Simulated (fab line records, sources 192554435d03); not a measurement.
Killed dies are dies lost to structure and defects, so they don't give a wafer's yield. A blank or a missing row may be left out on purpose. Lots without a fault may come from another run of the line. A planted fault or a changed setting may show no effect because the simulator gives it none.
Problem report in the 8D (eight disciplines) form, filled by code | flow n5_finfet | the parts of the form that need people (team, actions taken, sign-off) are left out

1. THE PROBLEM
barrier_field_endpoint_s at N5_BEOL_M10_CMP_52 reads a mean of 16.5 s on 1 wafer of 1 lot; wafers without a fault read 28.9 s with a standard deviation of 0.67. That is -19 standard deviations from the usual mean.
The step: polishes, stops on SiCOH lowk, t overpolish 7 s, target thk 140 nm.
First seen on wafer L700.5, day 14 02:00, on cmp-03. The record holds 29 wafers of 10 lots with a number at this step. Rule for "out", or "out of limits": more than 4 standard deviations from the usual mean. The other wafers with a number count as sound.

2. WHAT IT IS AND WHAT IT IS NOT
question                    | is                                           | is not
which readings at this step | barrier_field_endpoint_s, time_to_endpoint_s | motor_current_A, overpolish_run_s
which lots                  | L700                                         | L684, L686, L687, L690, L692, L693, L694, L704, L706
which wafers of those lots  | L700.5                                       | L700.4
read on which tools         | cmp-03                                       | cmp-01, cmp-04
when                        | from day 14 02:00                            | up to then (22 sound wafers); but 6 sound wafers of L704, L706 came after

3. SUSPECTS, AND WHAT RULES EACH OUT
Counting: a tool at a process step up to the reading stays a suspect if it ran every lot that is out. Sound lots after the first of them don't rule it out here, since some wafers of a struck lot are sound.
- rie_diel-04 at N5_BEOL_M10_DESCUM_33 (chemistry O2, time 7.9 s): kept. It ran the lot that is out, L700 (day 13 23:44); its last sound lot up to then is L693 (day 12 07:49).
- rie_diel-04 at N5_BEOL_M10_STRIP_77 (strips in N2/H2, time 10 s): kept. It ran the lot that is out, L700 (day 14 00:52); its last sound lot up to then is L693 (day 12 09:10). N5_BEOL_M10_STRIP_77 gives no start for some lots, so the hours and the order of its lots are those of N5_BEOL_M10_ALD_74.
- ald_metal-03 at N5_BEOL_M10_ALD_74 (deposits TaN, target thk 2 nm, pulse time 2 s, purge time 3 s): kept. It ran the lot that is out, L700 (day 14 00:52).
- cmp-03 at N5_BEOL_M10_CMP_52 (polishes, stops on SiCOH lowk, t overpolish 7 s, target thk 140 nm): kept. It ran the lot that is out, L700 (day 14 02:00); its last sound lot up to then is L693 (day 12 10:30). Its own readings are out on those wafers: barrier_field_endpoint_s, time_to_endpoint_s.
- Within rie_diel-04 at N5_BEOL_M10_DESCUM_33: the wafers that are out ran in chamber 2; their sound lot-mates ran in chamber 1.
- Within rie_diel-04 at N5_BEOL_M10_STRIP_77: the wafers that are out ran in chamber 2; their sound lot-mates ran in chamber 1.
- Within ald_metal-03 at N5_BEOL_M10_ALD_74: the wafers that are out ran in chamber 2; their sound lot-mates ran in chamber 1.
- Within cmp-03 at N5_BEOL_M10_CMP_52: the wafers that are out ran in chamber 2; their sound lot-mates ran in chamber 0.
Left after counting: rie_diel-04 at N5_BEOL_M10_DESCUM_33, rie_diel-04 at N5_BEOL_M10_STRIP_77, ald_metal-03 at N5_BEOL_M10_ALD_74, cmp-03 at N5_BEOL_M10_CMP_52.

4. THE CAUSE (what the simulator had put in)
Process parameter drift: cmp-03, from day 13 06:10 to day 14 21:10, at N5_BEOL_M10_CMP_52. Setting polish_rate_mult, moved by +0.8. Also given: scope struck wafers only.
Counting left 4 suspects, and this tool is among them.

5. THE CHAIN OF EFFECTS, in route order
Each row: a reading whose mean over the struck wafers that have a number lies more than 3 standard deviations from the usual. Only readings for which the record gives a usual standard deviation are gone through. hours: the time from each lot's start at the first step in this table that gives one to its start at this step, as a median over the lots. sigmas: the change in usual standard deviations.
hours | step               | reading                  | usual  | on struck wafers | change | sigmas
0     | N5_BEOL_M10_CMP_52 | barrier_field_endpoint_s | 28.9 s | 16.5             | -12.4  | -19
0     | N5_BEOL_M10_CMP_52 | time_to_endpoint_s       | 66.3 s | 37.9             | -28.4  | -11
The process steps in it:
- N5_BEOL_M10_CMP_52: polishes, stops on SiCOH lowk, t overpolish 7 s, target thk 140 nm.

6. WHAT WOULD HAVE CAUGHT IT SOONER
In this record the first reading out of limits was taken at day 14 02:00, 20 hours after the fault began at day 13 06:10.
